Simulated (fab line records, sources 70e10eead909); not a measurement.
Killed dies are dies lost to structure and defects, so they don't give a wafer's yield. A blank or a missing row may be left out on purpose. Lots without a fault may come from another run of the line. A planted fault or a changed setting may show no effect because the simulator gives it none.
Chamber matching | flow nand_harc | NHARC_P_STI_CMP_21 on cmp-03: 4 sister chambers
The step polishes, t overpolish 20 s, target thk 380.67 nm. 8 wafers are shown with their chamber, then 9 later ones without.

WAFERS WITH THEIR CHAMBER
wafer  | chamber | motor_current_A (A) | overpolish_run_s (s)
L079.3 | 0       | 13.3                | 19.999
L079.5 | 3       | 11.2                | 20.006
L081.2 | 3       | 11.2                | 19.994
L081.4 | 1       | 10.7                | 19.999
L081.5 | 1       | 10.9                | 20.001
L081.1 | 2       | 13.2                | 19.996
L081.3 | 0       | 12.7                | 20.004
L081.6 | 2       | 13.0                | 19.993

WAFERS WITHOUT THEIR CHAMBER
wafer  | motor_current_A (A) | overpolish_run_s (s)
L082.2 | 12.8                | 20.005
L082.4 | 10.8                | 20.002
L082.6 | 10.1                | 20.008
L088.1 | 10.0                | 20.007
L088.2 | 11.9                | 19.999
L088.3 | 12.5                | 19.995
L092.1 | 13.3                | 20.001
L092.4 | 12.3                | 20.000
L092.6 | 13.3                | 20.005

WHICH CHAMBER EACH WENT THROUGH
wafer  | from the rows above          | in truth
L082.2 | can't be placed: 0 or 2      | 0
L082.4 | can't be placed: 1 or 3      | 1
L082.6 | can't be placed: 1 or 3      | 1
L088.1 | can't be placed: 1 or 3      | 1
L088.2 | can't be placed: 3 or 1 or 0 | 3
L088.3 | can't be placed: 0 or 2      | 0
L092.1 | can't be placed: 0 or 2      | 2
L092.4 | can't be placed: 0 or 2 or 3 | 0
L092.6 | can't be placed: 0 or 2      | 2
Placed correctly: 0 of 9. Can't be placed from these rows: 9 (the true chamber is among the candidates in 9). Placed wrongly: 0.
How it was worked out, from the rows above alone: a wafer's distance from a chamber is the root of the sum, over the readings, of the square of ((its reading less the chamber's mean) divided by the reading's scatter). The wafer belongs to the nearest chamber; if the next one is less than 2 further off, it can't be placed. A chamber's mean is the mean of its shown wafers. The scatter: the root of (the sum of the squares of (reading less its chamber's mean) over the shown wafers, divided by (wafers less chambers)).
